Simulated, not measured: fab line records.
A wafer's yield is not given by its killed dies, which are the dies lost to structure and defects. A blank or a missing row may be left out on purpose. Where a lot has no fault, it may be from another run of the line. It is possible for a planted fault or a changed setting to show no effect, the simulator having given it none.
Matching of chambers | flow nand harc | rie diel-02 running NHARC_P_M1_DESCUM_14: 4 sister chambers
The step chemistry O2, time 3 s. 4 wafers are shown with their chamber, then 12 later ones without.

## WAFERS WITH THEIR CHAMBER
wafer  | chamber | showerhead plenum p Torr (Torr)
L091.5 | 2       | 1.99
L092.3 | 0       | 1.86
L094.2 | 3       | 2.01
L094.5 | 1       | 1.80

## WAFERS WITHOUT THEIR CHAMBER
wafer  | showerhead plenum p Torr (Torr)
L095.3 | 1.79
L095.4 | 1.99
L095.6 | 1.86
L096.1 | 2.01
L096.3 | 1.79
L096.4 | 1.99
L097.2 | 1.99
L097.3 | 1.86
L097.6 | 1.79
L097.1 | 1.79
L097.4 | 2.01
L097.5 | 1.86

## CHAMBER TAKEN BY EACH
wafer  | from the rows above | in truth
L095.3 | 1                   | 1
L095.4 | 2                   | 2
L095.6 | 0                   | 0
L096.1 | 3                   | 3
L096.3 | 1                   | 1
L096.4 | 2                   | 2
L097.2 | 2                   | 2
L097.3 | 0                   | 0
L097.6 | 1                   | 1
L097.1 | 1                   | 1
L097.4 | 3                   | 3
L097.5 | 0                   | 0
Placed correctly: 12 of 12. Left unplaced by these rows: 0. Number placed wrongly: 0.
How it was worked out, from the rows above alone: a wafer's distance from a chamber is the root of the sum, over the readings, of the square of ((its reading less the chamber's mean) divided by the reading's scatter). If the next closest chamber is less than 2 further off than the closest, the wafer can't be placed; otherwise it belongs to the closest. The mean given for a chamber averages the wafers shown for that chamber. The scatter: root of mean squared gap, hidden wafer to nearest shown wafer, with one shown wafer a chamber.
